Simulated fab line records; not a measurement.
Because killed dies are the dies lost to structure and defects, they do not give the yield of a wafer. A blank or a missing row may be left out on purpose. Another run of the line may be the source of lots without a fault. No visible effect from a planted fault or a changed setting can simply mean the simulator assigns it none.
fab line records | flow n5_finfet
record: lots: 6 | wafers: 18 | last_day: 18
route steps=1938 shown BEOL_M9@1433 PASSIVATION@1936
lots that met no fault: from a run of the same line without faults
start_h: start of the lot's first displayed wafer, in hours after the record's first day | wait_h: how many hours have passed since the lot's step before this one | " same as the row above | L1.1+2: a single row standing in for several wafers | - either no value or no given start | * or withheld: withheld | < > ~ a bound
route shown NAME@n: NAME is a module with steps in the file, n the number in the route of the first one | usual: mean and standard deviation over wafers with no fault | same: alike in all rows | chamber/n: place in a boat | sites: per-site readings | _std_site: their standard deviation | _edge_site: inner sites' mean taken away from outer sites' mean | radius_mm: how far each site lies from the wafer's centre | mask NAME#n: copy n | behind: the most recent tool/chamber to have shaped the wafer | hold: why the lot went on hold/how many hours it stayed there/how the hold came to an end | device: which transistor (n, p or np) failed to switch | end of line: the same wafers' tests at the end of the route | a step given without rows: its recipe and nothing more | killed: at the first sort, the dies lost to defects and structure; wafer yield is something else | map: per-die view of a wafer (x killed, . not killed, _ where there is no die)
set.NAME: the setting as run; set.NAME@STEP: as run at that earlier step | model.NAME: the simulator's own value behind a step, which no gauge read
lots seen at some steps along the route; tables by step, rows by wafer
services: the hour from which a tool's chamber was out of use, counted from the record's first day as start_h (under 0 if before that day), plus the number of hours and why
== steps ==
step: N5_BEOL_M9_DEVELOP_27
recipe: develop_time_s: 30 | developer: TMAH | resist: CAR-EUV | rinse_liquid: surfactant_rinse | dry: air_spin | dev_temp_c: 23
step: N5_BEOL_M9_CD_MEAS_28
recipe: target_cd_nm: 70 | landing_energy_ev: 500 | detector: se_inlens | polarity: opening
usual: cd_nm: 69.98/0.28
same: landing_energy_ev: 500
lot.wafer | tool      | chamber | start_h | wait_h | cd_nm
L828.2    | cd_sem-02 | 0       | 251.41  | -      | 70.10
L828.3    | "         | 0       | "       | "      | 69.74
L828.5    | "         | 0       | "       | "      | 69.81
L829.1    | cd_sem-02 | 0       | 276.09  | -      | 70.02
L829.5    | "         | 0       | "       | "      | 70.22
L829.6    | "         | 0       | "       | "      | 70.17
L839.2    | cd_sem-02 | 0       | 318.71  | -      | 70.28
L839.4    | "         | 0       | "       | "      | 70.42
L839.6    | "         | 0       | "       | "      | 69.89
L841.2    | cd_sem-02 | 0       | 330.90  | -      | 69.11
L841.3    | "         | 0       | "       | "      | 69.53
L841.4    | "         | 0       | "       | "      | 69.66
L847.1    | cd_sem-03 | 0       | 364.70  | -      | 70.44
L847.2    | "         | 0       | "       | "      | 70.76
L847.3    | "         | 0       | "       | "      | 70.09
L846.1    | cd_sem-01 | 0       | 364.89  | -      | 70.59
L846.3    | "         | 0       | "       | "      | 70.57
L846.5    | "         | 0       | "       | "      | 70.09
step: N5_BEOL_M9_OVL_MEAS_29
recipe: points_per_wafer: 522
usual: V8_OVL: -0.4/0.63
lot.wafer | tool       | chamber | start_h | wait_h | V8_OVL[nm]
L828.2    | overlay-02 | 0       | 251.45  | 0.0    | 0.2
L828.3    | "          | 0       | "       | "      | -0.7
L828.5    | "          | 0       | "       | "      | -0.6
L829.1    | overlay-02 | 0       | 276.12  | 0.0    | -0.4
L829.5    | "          | 0       | "       | "      | 0.1
L829.6    | "          | 0       | "       | "      | -1.4
L839.2    | overlay-02 | 0       | 318.74  | 0.0    | -0.3
L839.4    | "          | 0       | "       | "      | 0.7
L839.6    | "          | 0       | "       | "      | 0.6
L841.2    | overlay-02 | 0       | 330.93  | 0.0    | 0.6
L841.3    | "          | 0       | "       | "      | 0.6
L841.4    | "          | 0       | "       | "      | 0.2
L847.1    | overlay-02 | 0       | 364.73  | 0.0    | -0.2
L847.2    | "          | 0       | "       | "      | -0.4
L847.3    | "          | 0       | "       | "      | -0.3
L846.1    | overlay-01 | 0       | 364.92  | 0.0    | 0.1
L846.3    | "          | 0       | "       | "      | 0.5
L846.5    | "          | 0       | "       | "      | -0.4
step: N5_BEOL_M9_INSPECT_30
recipe: mode: adi | inspect_instrument: brightfield
usual: raw_defect_count: 385/98
lot.wafer | tool              | chamber | start_h | wait_h | raw_defect_count
L828.2    | defect_inspect-02 | -       | 251.50  | 0.0    | 358
L828.3    | "                 | -       | "       | "      | 237
L828.5    | "                 | -       | "       | "      | 340
L829.1    | defect_inspect-01 | -       | 276.18  | 0.1    | 329
L829.5    | "                 | -       | "       | "      | 546
L829.6    | "                 | -       | "       | "      | 429
L839.2    | defect_inspect-01 | -       | 318.79  | 0.0    | 539
L839.4    | "                 | -       | "       | "      | 539
L839.6    | "                 | -       | "       | "      | 385
L841.2    | defect_inspect-01 | -       | 330.98  | 0.0    | 505
L841.3    | "                 | -       | "       | "      | 394
L841.4    | "                 | -       | "       | "      | 400
L847.1    | defect_inspect-02 | -       | 364.80  | 0.1    | 265
L847.2    | "                 | -       | "       | "      | 227
L847.3    | "                 | -       | "       | "      | 191
L846.1    | defect_inspect-02 | -       | 364.98  | 0.1    | 345
L846.3    | "                 | -       | "       | "      | 472
L846.5    | "                 | -       | "       | "      | 452
step: N5_BEOL_M9_DESCUM_33
recipe: chemistry: O2 | time_s: 7 | source_power_w: 50 | bias_power_w: 20 | pressure_mtorr: 20 | rf_frequency_hz: 2.712e+07 | temp_c: 40 | resist: CAR-EUV | o2_flow_sccm: 225
step: N5_BEOL_M9_ETCH_76
recipe: chemistry: N2/H2 | target: underlayer | target_depth_a: 65 | mask_material: CAR-EUV | time_s: 5.2 | ion_energy_ev: 200 | pressure_mtorr: 30 | source_w: 840 | bias_w: 150 | n2_flow_sccm: 200 | h2_flow_sccm: 200 | ends: cleared
usual: drypump_motor_current_A: 5.9/0.41 | etch_rf_on_time_s: 5.29/0.17 | oes_product_au: 0.66/0.08 | rf_vpp_V: 524.4/2.3 | showerhead_plenum_p_Torr: 2.56/0.07 | throttle_valve_pct: 17.87/0.27
lot.wafer | tool        | chamber | start_h | wait_h | drypump_motor_current_A | etch_rf_on_time_s | oes_product_au | rf_hours_counter_h | rf_vpp_V | showerhead_plenum_p_Torr | throttle_valve_pct
L828.2    | rie_diel-06 | 3       | 251.57  | 0.0    | 6.0                     | 5.42              | 0.58           | 220                | 521.8    | 2.42                     | 18.22
L828.3    | "           | 1       | "       | "      | 5.3                     | 5.50              | 0.61           | 162                | 524.3    | 2.54                     | 18.01
L828.5    | "           | 2       | "       | "      | 5.5                     | 5.10              | 0.67           | -                  | 522.8    | 2.46                     | 17.84
L829.1    | rie_diel-04 | 1       | 276.25  | 0.0    | 6.3                     | 5.46              | 0.60           | 172                | 528.2    | 2.63                     | 17.74
L829.5    | "           | 1       | "       | "      | 6.3                     | 5.47              | 0.61           | -                  | 525.6    | 2.63                     | 17.77
L829.6    | "           | 2       | "       | "      | 6.4                     | 5.12              | 0.83           | -                  | 523.7    | 2.61                     | 17.84
L839.2    | rie_diel-06 | 0       | 319.00  | 0.0    | 5.4                     | 5.19              | 0.59           | 232                | 522.3    | 2.50                     | 18.28
L839.4    | "           | 3       | "       | "      | 6.0                     | 5.43              | 0.57           | 242                | 517.0    | 2.41                     | 18.24
L839.6    | "           | 3       | "       | "      | 6.0                     | 5.43              | 0.57           | -                  | 520.1    | 2.41                     | 18.25
L841.2    | rie_diel-06 | 0       | 331.95  | 0.0    | 5.4                     | 5.21              | 0.59           | 235                | 522.9    | 2.50                     | 18.25
L841.3    | "           | 1       | "       | "      | 5.3                     | 5.58              | 0.59           | 186                | 523.6    | 2.53                     | 18.05
L841.4    | "           | 3       | "       | "      | 6.0                     | 5.47              | 0.57           | 246                | 521.2    | 2.41                     | 18.24
L847.1    | rie_diel-03 | 2       | 364.87  | 0.0    | 5.7                     | 5.06              | 0.66           | 129                | 521.7    | 2.44                     | 17.71
L847.2    | "           | 3       | "       | "      | 6.3                     | 5.37              | 0.72           | 52                 | 524.1    | 2.58                     | 17.43
L847.3    | "           | 0       | "       | "      | 6.2                     | 5.17              | 0.75           | 38                 | 527.0    | 2.60                     | 17.92
L846.1    | rie_diel-04 | 1       | 365.36  | 0.0    | 6.3                     | 5.36              | 0.59           | 202                | 527.2    | 2.62                     | 17.80
L846.3    | "           | 2       | "       | "      | 6.4                     | 5.05              | 0.77           | 32                 | 525.4    | 2.60                     | 17.88
L846.5    | "           | 1       | "       | "      | 6.4                     | 5.37              | 0.60           | -                  | 527.0    | 2.62                     | 17.80
step: N5_BEOL_M9_ETCH_65
recipe: chemistry: CF4 | target: SiARC | target_depth_a: 156 | mask_material: CAR-EUV | time_s: 26 | ion_energy_ev: 80 | pressure_mtorr: 40 | source_w: 545 | bias_w: 36 | Ar_flow_sccm: 100 | cf4_flow_sccm: 100 | ends: cleared
usual: drypump_motor_current_A: 5.9/0.41 | etch_rf_on_time_s: 26.4/0.8 | mfc_ar_sccm: 100.02/0.29 | oes_product_au: 0.67/0.081 | rf_vpp_V: 184.3/1.1 | showerhead_plenum_p_Torr: 2.15/0.054 | throttle_valve_pct: 15.63/0.29
lot.wafer | tool        | chamber | start_h | wait_h | drypump_motor_current_A | etch_rf_on_time_s | mfc_ar_sccm | oes_product_au | rf_hours_counter_h | rf_vpp_V | showerhead_plenum_p_Torr | throttle_valve_pct
L828.2    | rie_diel-06 | 3       | 251.59  | 0.0    | 6.0                     | 26.9              | 100.22      | 0.59           | 220                | 181.6    | 2.03                     | 15.94
L828.3    | "           | 1       | "       | "      | 5.3                     | 27.6              | 100.23      | 0.61           | 162                | 184.7    | 2.14                     | 15.68
L828.5    | "           | 2       | "       | "      | 5.5                     | 25.3              | 100.12      | 0.68           | -                  | 183.3    | 2.07                     | 15.55
L829.1    | rie_diel-04 | 1       | 276.26  | 0.0    | 6.3                     | 26.4              | 100.06      | 0.62           | 172                | 184.6    | 2.22                     | 15.67
L829.5    | "           | 1       | "       | "      | 6.3                     | 26.6              | 100.32      | 0.62           | -                  | 186.1    | 2.22                     | 15.68
L829.6    | "           | 2       | "       | "      | 6.4                     | 24.9              | 99.90       | 0.82           | -                  | 184.7    | 2.18                     | 15.45
L839.2    | rie_diel-06 | 0       | 319.02  | 0.0    | 5.4                     | 25.8              | 99.49       | 0.59           | 232                | 183.1    | 2.12                     | 16.17
L839.4    | "           | 3       | "       | "      | 6.0                     | 27.2              | 100.59      | 0.58           | 242                | 182.9    | 2.02                     | 16.00
L839.6    | "           | 3       | "       | "      | 6.0                     | 27.2              | 99.93       | 0.57           | -                  | 181.8    | 2.02                     | 16.00
L841.2    | rie_diel-06 | 0       | 331.96  | 0.0    | 5.4                     | 25.9              | 100.08      | 0.59           | 235                | 184.0    | 2.12                     | 16.16
L841.3    | "           | 1       | "       | "      | 5.3                     | 27.7              | 100.25      | 0.59           | 186                | 182.0    | 2.14                     | 15.73
L841.4    | "           | 3       | "       | "      | 6.0                     | 27.1              | 100.28      | 0.57           | 246                | 182.8    | 2.02                     | 16.01
L847.1    | rie_diel-03 | 2       | 364.88  | 0.0    | 5.7                     | 25.2              | 100.19      | 0.66           | 129                | 183.1    | 2.08                     | 15.55
L847.2    | "           | 3       | "       | "      | 6.3                     | 27.2              | 100.29      | 0.71           | 52                 | 184.1    | 2.16                     | 15.20
L847.3    | "           | 0       | "       | "      | 6.2                     | 25.6              | 99.71       | 0.77           | 38                 | 185.2    | 2.17                     | 15.55
L846.1    | rie_diel-04 | 1       | 365.37  | 0.0    | 6.3                     | 26.7              | 99.71       | 0.60           | 202                | 185.7    | 2.21                     | 15.73
L846.3    | "           | 2       | "       | "      | 6.4                     | 25.3              | 99.89       | 0.77           | 32                 | 185.4    | 2.17                     | 15.50
L846.5    | "           | 1       | "       | "      | 6.3                     | 26.8              | 99.81       | 0.60           | -                  | 185.4    | 2.21                     | 15.72
step: N5_BEOL_M9_ETCH_66
recipe: chemistry: N2/H2 | target: SOC | target_depth_a: 800 | overetch_a: 160 | mask_material: SiARC | temp_c: 40 | time_s: 120 | ion_energy_ev: 200 | pressure_mtorr: 30 | source_w: 840 | bias_w: 150 | n2_flow_sccm: 200 | h2_flow_sccm: 200
usual: drypump_motor_current_A: 5.9/0.4 | oes_product_au: 0.60/0.066 | rf_vpp_V: 524.3/2.1 | showerhead_plenum_p_Torr: 2.56/0.07 | throttle_valve_pct: 17.83/0.27
lot.wafer | tool        | chamber | start_h | wait_h | drypump_motor_current_A | oes_product_au | rf_hours_counter_h | rf_vpp_V | showerhead_plenum_p_Torr | throttle_valve_pct
L828.2    | rie_diel-06 | 3       | 251.62  | 0.0    | 6.0                     | 0.53           | 220                | 519.6    | 2.42                     | 18.17
L828.3    | "           | 1       | "       | "      | 5.3                     | 0.56           | 162                | 522.9    | 2.54                     | 17.98
L828.5    | "           | 2       | "       | "      | 5.5                     | 0.61           | -                  | 521.9    | 2.46                     | 17.77
L829.1    | rie_diel-04 | 1       | 276.29  | 0.0    | 6.3                     | 0.56           | 172                | 525.1    | 2.63                     | 17.72
L829.5    | "           | 1       | "       | "      | 6.3                     | 0.56           | -                  | 526.8    | 2.63                     | 17.72
L829.6    | "           | 2       | "       | "      | 6.4                     | 0.72           | -                  | 525.1    | 2.61                     | 17.78
L839.2    | rie_diel-06 | 0       | 319.05  | 0.0    | 5.4                     | 0.53           | 232                | 522.3    | 2.50                     | 18.22
L839.4    | "           | 3       | "       | "      | 6.0                     | 0.53           | 242                | 520.7    | 2.41                     | 18.22
L839.6    | "           | 3       | "       | "      | 6.0                     | 0.52           | -                  | 519.0    | 2.41                     | 18.20
L841.2    | rie_diel-06 | 0       | 331.99  | 0.0    | 5.4                     | 0.53           | 235                | 521.8    | 2.50                     | 18.22
L841.3    | "           | 1       | "       | "      | 5.4                     | 0.55           | 186                | 522.4    | 2.53                     | 18.03
L841.4    | "           | 3       | "       | "      | 6.0                     | 0.52           | 246                | 519.5    | 2.41                     | 18.19
L847.1    | rie_diel-03 | 2       | 364.91  | 0.0    | 5.7                     | 0.59           | 129                | 522.1    | 2.44                     | 17.64
L847.2    | "           | 3       | "       | "      | 6.3                     | 0.66           | 52                 | 523.4    | 2.58                     | 17.38
L847.3    | "           | 0       | "       | "      | 6.2                     | 0.67           | 38                 | 523.4    | 2.60                     | 17.84
L846.1    | rie_diel-04 | 1       | 365.40  | 0.0    | 6.3                     | 0.54           | 202                | 526.8    | 2.62                     | 17.76
L846.3    | "           | 2       | "       | "      | 6.4                     | 0.68           | 32                 | 525.8    | 2.60                     | 17.83
L846.5    | "           | 1       | "       | "      | 6.3                     | 0.55           | -                  | 525.9    | 2.62                     | 17.75
step: N5_BEOL_M9_STRIP_69
recipe: chemistry: N2/H2 | temp_c: 40 | n2_flow_sccm: 200 | h2_flow_sccm: 200 | rf_frequency_hz: 6e+07
step: N5_BEOL_M9_STRIP_77
recipe: chemistry: N2/H2 | temp_c: 40 | n2_flow_sccm: 200 | h2_flow_sccm: 200 | rf_frequency_hz: 6e+07
step: N5_BEOL_M9_VIA_ETCH_34
recipe: chemistry: C4F6/O2 | target: SiCOH_lowk | target_depth_a: 1824 | mask_material: SOC | taper_deg: 4 | time_s: 68.4 | ion_energy_ev: 250 | pressure_mtorr: 30 | source_w: 345 | bias_w: 185 | Ar_flow_sccm: 300 | C4F6_flow_sccm: 10 | O2_flow_sccm: 10
usual: drypump_motor_current_A: 5.9/0.4 | mfc_ar_sccm: 299.8/0.85 | oes_product_au: 0.78/0.094 | rf_vpp_V: 666/9.5 | showerhead_plenum_p_Torr: 2.87/0.077 | throttle_valve_pct: 20.93/0.3
lot.wafer | tool        | chamber | start_h | wait_h | drypump_motor_current_A | mfc_ar_sccm | oes_product_au | rf_hours_counter_h | rf_vpp_V | showerhead_plenum_p_Torr | throttle_valve_pct
L828.2    | rie_diel-06 | 3       | 251.72  | 0.0    | 6.0                     | 300.1       | 0.68           | 220                | 650      | 2.70                     | 21.18
L828.3    | "           | 1       | "       | "      | 5.3                     | 299.2       | 0.71           | 162                | 650      | 2.86                     | 21.08
L828.5    | "           | 2       | "       | "      | 5.5                     | 298.4       | 0.79           | -                  | 660      | 2.75                     | 20.83
L829.1    | rie_diel-04 | 1       | 276.39  | 0.0    | 6.3                     | 299.9       | 0.72           | 172                | 664      | 2.98                     | 21.04
L829.5    | "           | 1       | "       | "      | 6.3                     | 300.8       | 0.72           | -                  | 661      | 2.98                     | 21.05
L829.6    | "           | 2       | "       | "      | 6.4                     | 301.3       | 0.96           | -                  | 671      | 2.90                     | 20.84
L839.2    | rie_diel-06 | 0       | 319.15  | 0.0    | 5.4                     | 299.4       | 0.69           | 232                | 673      | 2.81                     | 21.39
L839.4    | "           | 3       | "       | "      | 6.0                     | 299.4       | 0.66           | 242                | 650      | 2.69                     | 21.23
L839.6    | "           | 3       | "       | "      | 6.0                     | 299.0       | 0.67           | -                  | 649      | 2.69                     | 21.22
L841.2    | rie_diel-06 | 0       | 332.09  | 0.0    | 5.3                     | 300.3       | 0.68           | 235                | 673      | 2.81                     | 21.41
L841.3    | "           | 1       | "       | "      | 5.3                     | 298.3       | 0.70           | 186                | 650      | 2.85                     | 21.14
L841.4    | "           | 3       | "       | "      | 6.0                     | 300.1       | 0.67           | 246                | 649      | 2.69                     | 21.24
L847.1    | rie_diel-03 | 2       | 365.01  | 0.0    | 5.7                     | 299.9       | 0.78           | 129                | 664      | 2.77                     | 20.94
L847.2    | "           | 3       | "       | "      | 6.4                     | 300.2       | 0.84           | 52                 | 667      | 2.88                     | 20.49
L847.3    | "           | 0       | "       | "      | 6.2                     | 299.5       | 0.90           | 38                 | 673      | 2.89                     | 20.94
L846.1    | rie_diel-04 | 1       | 365.50  | 0.0    | 6.3                     | 299.1       | 0.70           | 202                | 663      | 2.97                     | 21.11
L846.3    | "           | 2       | "       | "      | 6.4                     | 299.5       | 0.91           | 32                 | 670      | 2.89                     | 20.86
L846.5    | "           | 1       | "       | "      | 6.3                     | 298.4       | 0.70           | -                  | 662      | 2.97                     | 21.11
step: N5_BEOL_M9_STRIP_73
recipe: chemistry: C4F6/O2 | resist: SiARC | rf_frequency_hz: 6e+07
step: N5_BEOL_M9_STRIP_36
recipe: chemistry: N2/H2 | power_w: 450 | temp_c: 40 | pressure_mtorr: 20 | rf_frequency_hz: 6e+07 | overash_fraction: 0.3 | bias_power_w: 7 | h2_frac: 0.5 | n2_flow_sccm: 200 | h2_flow_sccm: 200
usual: bias_power_w: 7.001/0.021 | drypump_motor_current_A: 5.9/0.41 | oes_product_au: 0.78/0.093 | power_w: 450.1/1.3 | rf_vpp_V: 59.1/1.3 | showerhead_plenum_p_Torr: 2.56/0.07 | throttle_valve_pct: 23.62/0.3
lot.wafer | tool        | chamber | start_h | wait_h | bias_power_w | drypump_motor_current_A | oes_product_au | power_w | rf_hours_counter_h | rf_vpp_V | showerhead_plenum_p_Torr | throttle_valve_pct
L828.2    | rie_diel-06 | 3       | 251.78  | 0.0    | 6.992        | 6.0                     | 0.69           | 450.2   | 220                | 56.9     | 2.41                     | 23.90
L828.3    | "           | 1       | "       | "      | 7.013        | 5.3                     | 0.74           | 448.4   | 162                | 59.5     | 2.54                     | 24.02
L828.5    | "           | 2       | "       | "      | 6.998        | 5.5                     | 0.77           | 450.4   | -                  | 58.7     | 2.46                     | 23.48
L829.1    | rie_diel-04 | 1       | 276.45  | 0.0    | 7.014        | 6.3                     | 0.73           | 452.6   | 172                | 59.4     | 2.63                     | 23.31
L829.5    | "           | 1       | "       | "      | 6.978        | 6.4                     | 0.72           | 452.6   | -                  | 59.4     | 2.63                     | 23.33
L829.6    | "           | 2       | "       | "      | 7.040        | 6.4                     | 0.95           | 449.7   | -                  | 59.8     | 2.61                     | 23.68
L839.2    | rie_diel-06 | 0       | 319.21  | 0.0    | 7.007        | 5.4                     | 0.69           | 298.0   | 232                | 57.5     | 2.49                     | 23.97
L839.4    | "           | 3       | "       | "      | 7.009        | 5.9                     | 0.69           | 450.8   | 242                | 57.6     | 2.40                     | 23.95
L839.6    | "           | 3       | "       | "      | 6.996        | 6.0                     | 0.67           | 450.8   | -                  | 59.5     | 2.40                     | 23.96
L841.2    | rie_diel-06 | 0       | 332.15  | 0.0    | 6.990        | 5.4                     | 0.67           | 300.2   | 235                | 60.2     | 2.49                     | 23.96
L841.3    | "           | 1       | "       | "      | 7.015        | 5.3                     | 0.71           | 449.1   | 186                | 60.0     | 2.53                     | 24.08
L841.4    | "           | 3       | "       | "      | 6.979        | 6.0                     | 0.68           | 449.4   | 246                | 61.4     | 2.40                     | 23.96
L847.1    | rie_diel-03 | 2       | 365.07  | 0.0    | 7.010        | 5.7                     | 0.77           | 449.9   | 129                | 56.7     | 2.44                     | 23.38
L847.2    | "           | 3       | "       | "      | 6.973        | 6.3                     | 0.86           | 450.6   | 52                 | 60.2     | 2.58                     | 23.10
L847.3    | "           | 0       | "       | "      | 6.989        | 6.2                     | 0.90           | 450.2   | 38                 | 59.4     | 2.59                     | 23.78
L846.1    | rie_diel-04 | 1       | 365.56  | 0.0    | 7.023        | 6.3                     | 0.71           | 448.4   | 202                | 57.8     | 2.61                     | 23.35
L846.3    | "           | 2       | "       | "      | 7.019        | 6.4                     | 0.90           | 452.1   | 32                 | 58.1     | 2.60                     | 23.68
L846.5    | "           | 1       | "       | "      | 6.995        | 6.3                     | 0.70           | 449.4   | -                  | 58.5     | 2.61                     | 23.36
step: N5_BEOL_M9_TRENCH_ETCH_37
recipe: chemistry: C4F6/O2 | target_depth_a: 1514.3 | target: SiCOH_lowk | time_s: 49 | ion_energy_ev: 250 | pressure_mtorr: 30 | source_w: 345 | bias_w: 185 | Ar_flow_sccm: 300 | C4F6_flow_sccm: 10 | O2_flow_sccm: 10
usual: drypump_motor_current_A: 5.9/0.41 | mfc_ar_sccm: 300.0/0.81 | oes_product_au: 0.78/0.094 | rf_vpp_V: 666/9.5 | showerhead_plenum_p_Torr: 2.87/0.077 | throttle_valve_pct: 20.96/0.3
lot.wafer | tool        | chamber | start_h | wait_h | drypump_motor_current_A | mfc_ar_sccm | oes_product_au | rf_hours_counter_h | rf_vpp_V | showerhead_plenum_p_Torr | throttle_valve_pct
L828.2    | rie_diel-06 | 3       | -       | -      | 6.0                     | 299.8       | 0.68           | 220                | 649      | 2.70                     | 21.22
L828.3    | "           | 1       | "       | "      | 5.3                     | 300.4       | 0.73           | 162                | 649      | 2.86                     | 21.10
L828.5    | "           | 2       | "       | "      | 5.5                     | 298.3       | 0.79           | -                  | 660      | 2.75                     | 20.85
L829.1    | rie_diel-04 | 1       | -       | -      | 6.3                     | 299.7       | 0.72           | 172                | 663      | 2.98                     | 21.09
L829.5    | "           | 1       | "       | "      | 6.3                     | 300.8       | 0.72           | -                  | 663      | 2.98                     | 21.09
L829.6    | "           | 2       | "       | "      | 6.4                     | 301.4       | 0.97           | -                  | 670      | 2.90                     | 20.87
L839.2    | rie_diel-06 | 0       | -       | -      | 5.4                     | 301.8       | 0.69           | 232                | 671      | 2.81                     | 21.40
L839.4    | "           | 3       | "       | "      | 5.9                     | 301.0       | 0.67           | 242                | 647      | 2.69                     | 21.25
L839.6    | "           | 3       | "       | "      | 6.0                     | 300.4       | 0.67           | -                  | 648      | 2.69                     | 21.24
L841.2    | rie_diel-06 | 0       | -       | -      | 5.4                     | 298.9       | 0.68           | 235                | 672      | 2.81                     | 21.41
L841.3    | "           | 1       | "       | "      | 5.3                     | 300.0       | 0.69           | 186                | 650      | 2.85                     | 21.12
L841.4    | "           | 3       | "       | "      | 6.0                     | 298.7       | 0.66           | 246                | 649      | 2.69                     | 21.26
L847.1    | rie_diel-03 | 2       | -       | -      | 5.7                     | 300.2       | 0.77           | 129                | 662      | 2.77                     | 20.97
L847.2    | "           | 3       | "       | "      | 6.3                     | 299.3       | 0.84           | 52                 | 669      | 2.88                     | 20.51
L847.3    | "           | 0       | "       | "      | 6.2                     | 300.8       | 0.88           | 38                 | 672      | 2.89                     | 20.97
L846.1    | rie_diel-04 | 1       | -       | -      | 6.4                     | 300.8       | 0.69           | 202                | 664      | 2.97                     | 21.15
L846.3    | "           | 2       | "       | "      | 6.4                     | 299.3       | 0.90           | 32                 | 670      | 2.89                     | 20.89
L846.5    | "           | 1       | "       | "      | 6.4                     | 301.4       | 0.70           | -                  | 664      | 2.97                     | 21.13
step: N5_PASSIVATION_PROBE_49
usual: defect_limited_yield: 91.2/1.5 | killed_at_M0_to_M3: 33/9.6 | killed_at_M4_up: 14/5.6 | killed_at_contacts: 14/5.5 | killed_at_front_end: 40/13 | killed_at_other: 4/3 | killed_dies: 104/17 | killed_open: 68/13 | killed_short: 33/7.2 | sort_bin_5_function: 5.2/0.95 | sort_bin_6_memory: 3.3/0.62 | sort_n_pass: 1076/17 | sort_yield_pct: 91.2/1.5
same: gross_dies: 1180 | killed_at_back_side: 0 | sort_bin_4_leakage[%]: 0 | sort_bin_8_speed[%]: 0
lot.wafer | tool      | chamber | start_h | wait_h | defect_limited_yield[%] | killed_at_M0_to_M3 | killed_at_M4_up | killed_at_contacts | killed_at_front_end | killed_at_other | killed_dies | killed_open | killed_short | sort_bin_5_function[%] | sort_bin_6_memory[%] | sort_n_pass | sort_yield_pct[%]
L839.2    | prober-01 | -       | 387.25  | 0.1    | 89.3                    | 25                 | 11              | 21                 | 66                  | 3               | 126         | 85          | 40           | 6.3                    | 4.2                  | 1054        | 89.3
L839.4    | prober-01 | -       | 387.35  | 0.2    | 92.1                    | 36                 | 12              | 12                 | 31                  | 2               | 93          | 63          | 29           | 4.5                    | 3.0                  | 1087        | 92.1
L839.6    | prober-01 | -       | 387.45  | 0.3    | 91.6                    | 35                 | 18              | 11                 | 27                  | 8               | 99          | 70          | 27           | 5.7                    | 2.4                  | 1081        | 91.6
killed by level:class
L839.2 STI_FIN_REVEAL:geometric_particle:open=19 MOL_CONTACT_COAG:geometric_particle:open=17 BEOL_M3:geometric_particle:open=10 DUMMY_GATE:geometric_particle:open=9 FIN_SAQP:geometric_particle:short=7 FIN_SAQP:geometric_particle:open=6 GATE_CUT:geometric_particle:short=6 BEOL_M0_SAQP:geometric_particle:short=6
L839.4 MOL_CONTACT_COAG:geometric_particle:open=8 BEOL_M3:geometric_particle:open=8 FIN_SAQP:geometric_particle:open=6 BEOL_M0_SAQP:geometric_particle:short=6 BEOL_M0_SAQP:geometric_particle:open=6 STI_FIN_REVEAL:geometric_particle:open=5 BEOL_M1:geometric_particle:open=5 BEOL_M5:geometric_particle:open=5
L839.6 BEOL_M0_SAQP:geometric_particle:short=9 BEOL_M4:geometric_particle:open=8 MOL_CONTACT_COAG:geometric_particle:open=7 STI_FIN_REVEAL:geometric_particle:open=6 BEOL_M0_SAQP:geometric_particle:open=6 BEOL_M3:geometric_particle:open=6 BEOL_M2:geometric_particle:open=5 MOL_CONTACT_COAG:geometric_particle:short=4
== services ==
tool        | chamber | start_h | hours | kind
rie_diel-04 | 2       | 234.06  | -     | clean
rie_diel-04 | 2       | 234.06  | -     | consumable_replace:focus_ring
rie_diel-04 | 2       | 234.06  | 14.5  | scheduled_down
rie_diel-04 | 2       | 234.06  | 14.5  | vent_cycle
rie_diel-03 | -       | 272.06  | 0.8   | repair
rie_diel-03 | 3       | 317.24  | 8.8   | repair
rie_diel-04 | 3       | 334.18  | 5.4   | repair
rie_diel-06 | 3       | 342.84  | -     | clean
rie_diel-06 | 3       | 342.84  | -     | consumable_replace:esc
rie_diel-06 | 3       | 342.84  | -     | consumable_replace:focus_ring
rie_diel-06 | 3       | 342.84  | -     | consumable_replace:showerhead
rie_diel-06 | 3       | 342.84  | 36.3  | scheduled_down
rie_diel-06 | 3       | 342.84  | 36.3  | vent_cycle
rie_diel-03 | 1       | 354.41  | -     | clean
rie_diel-03 | 1       | 354.41  | -     | consumable_replace:focus_ring
rie_diel-03 | 1       | 354.41  | 15.8  | scheduled_down
rie_diel-03 | 1       | 354.41  | 15.8  | vent_cycle
== key ==
first_sign: step: N5_BEOL_M9_STRIP_36 | reading: power_w | direction: down | sigmas: 99+ | usual: * | struck: *
effect none on later readings
met_at N5_BEOL_M9_STRIP_36
struck_wafers L839.2,L841.2
fault: kind: process_parameter_drift | tool: rie_diel-06 | chamber: 0 | onset_h: 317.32 | steps: N5_BEOL_M9_STRIP_36 | channel: power_w | offset: * | shape: step | end_h: 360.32 | acts_in: * | stated: *
